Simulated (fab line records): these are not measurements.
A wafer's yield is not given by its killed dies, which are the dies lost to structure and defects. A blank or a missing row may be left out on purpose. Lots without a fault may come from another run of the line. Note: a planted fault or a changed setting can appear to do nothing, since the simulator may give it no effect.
Which tool was responsible?	flow nand_harc	Sampling: 24 lots, 72 wafers, 6 of 1302 route steps

## WHAT THE GAUGES READ, wafer by wafer
The record holds no reading of a measuring or inspecting step that can be judged against a usual standard deviation.

## EACH LOT AND THE TOOL THAT RAN IT (in order: tool; ch and the chambers of the sampled wafers; start)
lot	NHARC_A_CHANNEL_FILL_D2_ETCHBACK_20	NHARC_A_CHANNEL_FILL_D2_RTA_24	NHARC_A_STAIRCASE_ETCH_192	NHARC_A_STAIRCASE_ETCH_197	NHARC_A_STAIRCASE_TRIM_200	NHARC_A_STAIRCASE_TRIM_202
L075	rie_diel-06 ch 0,1,2, day 14 16:45	rtp_anneal-01 ch 0, day 15 16:31	rie_diel-02 ch 0,1,2, no start	rie_diel-02 ch 0,1,3, no start	rie_diel-02 ch 1,2,3, no start	rie_diel-02 ch 0,1,2, no start
L074	rie_diel-01 ch 2,3, day 14 16:47	rtp_anneal-02 ch 0, day 15 16:28	rie_diel-12 ch 1,3, no start	rie_diel-02 ch 1,2, no start	rie_diel-02 ch 0,1,3, no start	rie_diel-02 ch 0,2, no start
L076	rie_diel-01 ch 1,2,3, day 15 17:14	rtp_anneal-02 ch 0, day 16 16:12	rie_diel-12 ch 1,2, no start	rie_diel-04 ch 2,3, no start	rie_diel-04 ch 1,2,3, no start	rie_diel-04 ch 1,2,3, no start
L078	rie_diel-01 ch 0,1,2, day 16 01:19	rtp_anneal-01 ch 0, day 17 00:59	rie_diel-02 ch 0,2,3, no start	rie_diel-12 ch 1,2,3, no start	rie_diel-12 ch 1,3, no start	rie_diel-12 ch 1,2, no start
L079	rie_diel-06 ch 0,1, day 16 01:20	rtp_anneal-01 ch 0, day 17 04:41	rie_diel-12 ch 1,2,3, no start	rie_diel-12 ch 1,2,3, no start	rie_diel-12 ch 2,3, no start	rie_diel-12 ch 1,2, no start
L077	rie_diel-06 ch 1,2,3, day 16 06:30	rtp_anneal-02 ch 0, day 17 04:52	rie_diel-04 ch 0,1,3, no start	rie_diel-04 ch 1,2, no start	rie_diel-04 ch 0,1, no start	rie_diel-04 ch 0,1,3, no start
L080	rie_diel-08 ch 1,2, day 17 00:17	rtp_anneal-01 ch 0, day 17 23:54	rie_diel-12 ch 0,2, no start	rie_diel-04 ch 0,2, no start	rie_diel-04 ch 0,2,3, no start	rie_diel-04 ch 0,1, no start
L081	rie_diel-01 ch 1,2, day 17 10:13	rtp_anneal-02 ch 0, day 18 11:56	rie_diel-04 ch 0,2,3, no start	rie_diel-04 ch 2,3, no start	rie_diel-04 ch 1,2,3, no start	rie_diel-04 ch 0,2,3, no start
L083	rie_diel-01 ch 0,1,3, day 17 19:25	rtp_anneal-01 ch 0, day 18 19:21	rie_diel-12 ch 0,2,3, no start	rie_diel-12 ch 1,2,3, no start	rie_diel-12 ch 0,1,2, no start	rie_diel-12 ch 1,2,3, no start
L082	rie_diel-06 ch 1,2,3, day 17 19:26	rtp_anneal-01 ch 0, day 18 19:14	rie_diel-04 ch 0,1,3, no start	rie_diel-04 ch 0,3, no start	rie_diel-04 ch 0,1,3, no start	rie_diel-04 ch 0,3, no start
L084	rie_diel-08 ch 0,3, day 18 15:43	rtp_anneal-01 ch 0, day 19 15:18	rie_diel-12 ch 0,1, no start	rie_diel-02 ch 1,2, no start	rie_diel-02 ch 0,1,2, no start	rie_diel-02 ch 0,1,3, no start
L085	rie_diel-01 ch 1,2,3, day 19 10:58	rtp_anneal-01 ch 0, day 20 10:41	rie_diel-12 ch 0,1,3, no start	rie_diel-04 ch 2,3, no start	rie_diel-04 ch 0,2,3, no start	rie_diel-04 ch 0,1,3, no start
L086	rie_diel-06 ch 2,3, day 19 18:08	rtp_anneal-02 ch 0, day 20 18:28	rie_diel-12 ch 2,3, no start	rie_diel-12 ch 0,2,3, no start	rie_diel-12 ch 1,2, no start	rie_diel-12 ch 1,2, no start
L087	rie_diel-06 ch 0,3, day 20 01:23	rtp_anneal-02 ch 0, day 21 02:12	rie_diel-12 ch 1,2,3, no start	rie_diel-12 ch 1,2,3, no start	rie_diel-12 ch 0,3, no start	rie_diel-12 ch 0,1,2, no start
L089	rie_diel-06 ch 1,2,3, day 20 18:36	rtp_anneal-02 ch 0, day 21 19:40	rie_diel-04 ch 0,2,3, no start	rie_diel-04 ch 0,2,3, no start	rie_diel-04 ch 1,2, no start	rie_diel-04 ch 0,3, no start
L088	rie_diel-01 ch 0,3, day 20 22:49	rtp_anneal-01 ch 0, day 21 19:39	rie_diel-02 ch 0,1,3, no start	rie_diel-04 ch 0,3, no start	rie_diel-04 ch 0,1,2, no start	rie_diel-04 ch 0,1,3, no start
L090	rie_diel-01 ch 0,1,3, day 21 07:11	rtp_anneal-02 ch 0, day 22 07:34	rie_diel-12 ch 0,1, no start	rie_diel-12 ch 0,3, no start	rie_diel-12 ch 1,3, no start	rie_diel-12 ch 0,2,3, no start
L091	rie_diel-08 ch 1,2,3, day 21 07:12	rtp_anneal-01 ch 0, day 22 07:32	rie_diel-04 ch 1,3, no start	rie_diel-04 ch 1,3, no start	rie_diel-04 ch 0,2,3, no start	rie_diel-04 ch 0,1,3, no start
L092	rie_diel-01 ch 0,2, day 21 18:15	rtp_anneal-02 ch 0, day 22 17:32	rie_diel-04 ch 2,3, no start	rie_diel-04 ch 2,3, no start	rie_diel-04 ch 1,3, no start	rie_diel-04 ch 0,3, no start
L093	rie_diel-08 ch 0,1,3, day 22 00:15	rtp_anneal-01 ch 0, day 23 00:05	rie_diel-12 ch 0,2,3, no start	rie_diel-12 ch 1,2,3, no start	rie_diel-12 ch 0,1,3, no start	rie_diel-12 ch 0,2,3, no start
L094	rie_diel-06 ch 1,2,3, day 22 20:31	rtp_anneal-02 ch 0, day 23 20:23	rie_diel-12 ch 0,1, no start	rie_diel-12 ch 0,1, no start	rie_diel-12 ch 2,3, no start	rie_diel-12 ch 0,3, no start
L095	rie_diel-01 ch 0,2, day 23 13:50	rtp_anneal-01 ch 0, day 24 13:47	rie_diel-04 ch 1,3, no start	rie_diel-04 ch 0,2, no start	rie_diel-04 ch 0,2,3, no start	rie_diel-04 ch 1,2,3, no start
L096	rie_diel-08 ch 0,1,3, day 23 13:52	rtp_anneal-02 ch 0, day 24 13:45	rie_diel-02 ch 0,3, no start	rie_diel-04 ch 0,1, no start	rie_diel-04 ch 0,2,3, no start	rie_diel-04 ch 0,3, no start
L097	rie_diel-06 ch 0,2,3, day 24 13:35	rtp_anneal-02 ch 0, day 25 13:06	rie_diel-12 ch 0,1, no start	rie_diel-04 ch 0,2,3, no start	rie_diel-04 ch 1,2, no start	rie_diel-04 ch 2,3, no start
- NHARC_A_CHANNEL_FILL_D2_ETCHBACK_20: etches the open film in C4F8/O2/Ar, target depth 27 nm, time 13.5 s.
- NHARC_A_CHANNEL_FILL_D2_RTA_24: time 5 s.
- NHARC_A_STAIRCASE_ETCH_192: etches the open film in C4F8/O2, target depth 100 nm, time 40.5 s.
- NHARC_A_STAIRCASE_ETCH_197: etches the open film in C4F8/O2, target depth 100 nm, time 40.5 s.
- NHARC_A_STAIRCASE_TRIM_200: chemistry O2, time 211.2 s.
- NHARC_A_STAIRCASE_TRIM_202: chemistry O2, time 211.2 s.

## AS READ BY THE TOOLS THEMSELVES (means over the sampled wafers that have a number; for cases with no such wafer, the mark the record gives instead)
NHARC_A_CHANNEL_FILL_D2_ETCHBACK_20.
lot	tool	oes_product_au (a.u.)	rf_vpp_V (V)
L075	rie_diel-06	0.995	982
L074	rie_diel-01	1.007	982
L076	rie_diel-01	1.002	976
L078	rie_diel-01	0.941	977
L079	rie_diel-06	0.993	980
L077	rie_diel-06	0.919	983
L080	rie_diel-08	1.013	977
L081	rie_diel-01	1.012	975
L083	rie_diel-01	1.012	971
L082	rie_diel-06	0.997	983
L084	rie_diel-08	1.002	976
L085	rie_diel-01	0.970	975
L086	rie_diel-06	0.996	988
L087	rie_diel-06	0.987	984
L089	rie_diel-06	0.998	983
L088	rie_diel-01	0.997	972
L090	rie_diel-01	1.012	971
L091	rie_diel-08	0.988	974
L092	rie_diel-01	0.997	983
L093	rie_diel-08	0.981	977
L094	rie_diel-06	0.982	983
L095	rie_diel-01	1.004	983
L096	rie_diel-08	0.997	977
L097	rie_diel-06	0.988	986

NHARC_A_CHANNEL_FILL_D2_RTA_24.
lot	tool	lamp_power_pct (%)	lamp_zone_7_pct (%)	wafer_temp_C_max
L075	rtp_anneal-01	28.2	28.7	1004.3
L074	rtp_anneal-02	27.0	27.5	1004.1
L076	rtp_anneal-02	27.0	27.4	1005.4
L078	rtp_anneal-01	28.2	28.7	1004.5
L079	rtp_anneal-01	28.2	28.7	1004.5
L077	rtp_anneal-02	27.0	27.5	1003.9
L080	rtp_anneal-01	28.2	28.7	1004.4
L081	rtp_anneal-02	27.0	27.5	1004.5
L083	rtp_anneal-01	28.2	28.7	1004.8
L082	rtp_anneal-01	28.2	28.6	1004.8
L084	rtp_anneal-01	28.2	28.7	1004.7
L085	rtp_anneal-01	28.2	28.7	1004.2
L086	rtp_anneal-02	27.0	27.4	1004.2
L087	rtp_anneal-02	27.0	27.5	1005.2
L089	rtp_anneal-02	27.0	27.5	1004.3
L088	rtp_anneal-01	28.2	28.6	1003.9
L090	rtp_anneal-02	27.0	27.5	1004.1
L091	rtp_anneal-01	28.2	28.7	1004.0
L092	rtp_anneal-02	27.0	27.5	1003.5
L093	rtp_anneal-01	28.2	28.6	1005.2
L094	rtp_anneal-02	27.1	27.5	1004.2
L095	rtp_anneal-01	28.2	28.7	1005.5
L096	rtp_anneal-02	27.0	27.5	1005.0
L097	rtp_anneal-02	27.0	27.4	1004.5

NHARC_A_STAIRCASE_ETCH_192.
lot	tool	oes_product_au (a.u.)	rf_vpp_V (V)
L075	rie_diel-02	0.942	897
L074	rie_diel-12	0.944	901
L076	rie_diel-12	0.941	897
L078	rie_diel-02	0.934	899
L079	rie_diel-12	0.950	897
L077	rie_diel-04	0.954	900
L080	rie_diel-12	0.944	888
L081	rie_diel-04	0.948	900
L083	rie_diel-12	0.941	893
L082	rie_diel-04	0.935	900
L084	rie_diel-12	0.941	904
L085	rie_diel-12	0.952	901
L086	rie_diel-12	0.960	898
L087	rie_diel-12	0.954	897
L089	rie_diel-04	0.949	900
L088	rie_diel-02	0.942	899
L090	rie_diel-12	0.946	903
L091	rie_diel-04	0.942	904
L092	rie_diel-04	0.945	903
L093	rie_diel-12	0.956	899
L094	rie_diel-12	0.952	903
L095	rie_diel-04	0.937	904
L096	rie_diel-02	0.942	898
L097	rie_diel-12	0.940	903

NHARC_A_STAIRCASE_ETCH_197.
lot	tool	oes_product_au (a.u.)	rf_vpp_V (V)
L075	rie_diel-02	0.943	899
L074	rie_diel-02	0.925	898
L076	rie_diel-04	0.960	905
L078	rie_diel-12	0.945	898
L079	rie_diel-12	0.947	897
L077	rie_diel-04	0.945	906
L080	rie_diel-04	0.931	901
L081	rie_diel-04	0.938	904
L083	rie_diel-12	0.945	898
L082	rie_diel-04	0.956	899
L084	rie_diel-02	0.929	896
L085	rie_diel-04	0.957	904
L086	rie_diel-12	0.947	898
L087	rie_diel-12	0.949	896
L089	rie_diel-04	0.945	900
L088	rie_diel-04	0.974	896
L090	rie_diel-12	0.939	903
L091	rie_diel-04	0.944	904
L092	rie_diel-04	0.937	904
L093	rie_diel-12	0.960	897
L094	rie_diel-12	0.948	901
L095	rie_diel-04	0.935	901
L096	rie_diel-04	0.937	898
L097	rie_diel-04	0.931	899

NHARC_A_STAIRCASE_TRIM_200.
lot	tool	drypump_motor_current_A (A)	oes_product_au (a.u.)	rf_vpp_V (V)	showerhead_plenum_p_Torr (Torr)	throttle_valve_pct (%)
L075	rie_diel-02	5.4	0.998	56.8	3.57	17.042
L074	rie_diel-02	5.8	1.006	58.1	3.60	17.035
L076	rie_diel-04	6.2	0.996	57.9	3.78	17.040
L078	rie_diel-12	6.2	1.004	57.6	3.66	17.037
L079	rie_diel-12	5.7	1.011	58.4	3.57	17.029
L077	rie_diel-04	5.8	0.991	57.9	3.69	17.035
L080	rie_diel-04	5.9	1.009	58.0	3.66	17.036
L081	rie_diel-04	6.1	0.989	57.9	3.77	17.028
L083	rie_diel-12	5.9	1.007	57.8	3.43	17.028
L082	rie_diel-04	5.8	1.004	56.8	3.66	17.030
L084	rie_diel-02	5.7	0.997	57.4	3.56	17.043
L085	rie_diel-04	5.9	1.011	58.1	3.65	17.035
L086	rie_diel-12	6.2	1.001	58.2	3.54	17.031
L087	rie_diel-12	5.9	1.004	57.5	3.71	17.039
L089	rie_diel-04	6.1	0.998	58.8	3.78	17.042
L088	rie_diel-04	5.9	1.001	58.8	3.67	17.041
L090	rie_diel-12	6.2	1.005	57.9	3.64	17.033
L091	rie_diel-04	5.9	1.009	58.2	3.64	17.049
L092	rie_diel-04	6.0	0.992	58.7	3.75	17.036
L093	rie_diel-12	6.1	1.001	57.8	3.68	17.040
L094	rie_diel-12	5.7	1.018	57.5	3.55	17.031
L095	rie_diel-04	5.9	0.998	57.7	3.64	17.039
L096	rie_diel-04	5.9	0.995	57.7	3.64	17.042
L097	rie_diel-04	6.2	0.987	57.6	3.76	17.039

NHARC_A_STAIRCASE_TRIM_202.
lot	tool	drypump_motor_current_A (A)	oes_product_au (a.u.)	rf_vpp_V (V)	showerhead_plenum_p_Torr (Torr)	throttle_valve_pct (%)
L075	rie_diel-02	5.8	0.998	56.9	3.58	17.044
L074	rie_diel-02	5.9	0.995	57.4	3.58	17.030
L076	rie_diel-04	6.1	0.989	58.8	3.78	17.043
L078	rie_diel-12	6.2	0.996	58.2	3.55	17.038
L079	rie_diel-12	6.2	0.994	58.2	3.55	17.038
L077	rie_diel-04	5.8	0.998	58.4	3.66	17.045
L080	rie_diel-04	5.8	1.001	58.1	3.69	17.040
L081	rie_diel-04	5.9	0.998	58.0	3.66	17.031
L083	rie_diel-12	6.0	1.003	57.4	3.55	17.032
L082	rie_diel-04	5.8	1.003	58.4	3.63	17.047
L084	rie_diel-02	5.8	1.004	57.6	3.59	17.036
L085	rie_diel-04	5.8	1.013	58.2	3.65	17.044
L086	rie_diel-12	6.2	0.997	58.1	3.54	17.033
L087	rie_diel-12	5.9	1.007	57.5	3.60	17.034
L089	rie_diel-04	5.6	0.998	57.8	3.53	17.042
L088	rie_diel-04	5.8	1.016	58.0	3.64	17.040
L090	rie_diel-12	5.7	1.006	57.8	3.60	17.035
L091	rie_diel-04	5.8	1.008	58.4	3.64	17.031
L092	rie_diel-04	5.6	1.005	58.3	3.53	17.036
L093	rie_diel-12	5.7	1.013	58.9	3.60	17.041
L094	rie_diel-12	5.8	1.014	58.8	3.74	17.036
L095	rie_diel-04	6.1	0.983	57.7	3.75	17.038
L096	rie_diel-04	5.6	1.005	57.9	3.53	17.029
L097	rie_diel-04	6.2	0.995	58.8	3.74	17.035

## THE ANSWER, worked out from the rows above alone
Rule: usual is defined by the lots themselves. The widest of any qualifying gaps counts: lots, ordered by their means at a reading, are off when they make up no more than a third of the lots, leave a main group of 4 or more, and stand apart from it by 3 or more times the standard deviation of that group's means. If all means in a main group match to the digits the tables above print for the reading, that group is not used. A lot without any number at a reading at which 4 lots or more have one is off too. Where the step has rows for the other lots, those lots are counted as sound. Order of review: gauges by route order, followed by the tools' own readings, for which a lot's mean as printed above is used. At the first step where some lot is off, the reading lying furthest off is the one used; lots without a number count as furthest.
None of the lots is off at any reading shown; this tells nothing.

## WHAT THE SIMULATOR HAD INSERTED
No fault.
